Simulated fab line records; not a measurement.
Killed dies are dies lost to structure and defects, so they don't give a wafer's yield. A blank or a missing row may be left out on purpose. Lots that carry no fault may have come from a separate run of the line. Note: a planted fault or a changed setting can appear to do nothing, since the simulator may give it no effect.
Matching of chambers -- flow nand_harc -- rie_diel-06 running NHARC_P_BONDPAD_ACTIVATE_29: 4 sister chambers
The step chemistry N2, time 60 s. 4 wafers are shown with their chamber, then 6 later ones without.

EACH WAFER AND ITS CHAMBER
wafer,chamber,drypump_motor_current_A (A)
L670.2,0,6.5
L670.3,3,6.0
L672.5,2,6.6
L672.6,1,6.2

WAFERS MISSING THEIR CHAMBER
wafer,drypump_motor_current_A (A)
L678.1,6.5
L678.3,5.9
L678.4,6.6
L679.1,6.6
L679.4,6.0
L679.6,6.5

THE CHAMBER EACH PASSED THROUGH
wafer,from the rows above,in truth
L678.1,0,0
L678.3,3,3
L678.4,2,2
L679.1,2,2
L679.4,3,3
L679.6,0,0
Placed correctly: 6 of 6. Can't be placed from these rows: 0. 0 placed wrongly.
How it was worked out, from the rows above alone: a wafer's distance from a chamber is the root of the sum, over the readings, of the square of ((its reading less the chamber's mean) divided by the reading's scatter). If the next closest chamber is less than 2 further off than the closest, the wafer can't be placed; otherwise it belongs to the closest. For every chamber, the mean is computed from those of its wafers that are shown. The scatter (one wafer shown for each chamber): square how far every hidden wafer sits from the nearest shown wafer, average those squares and take the square root.
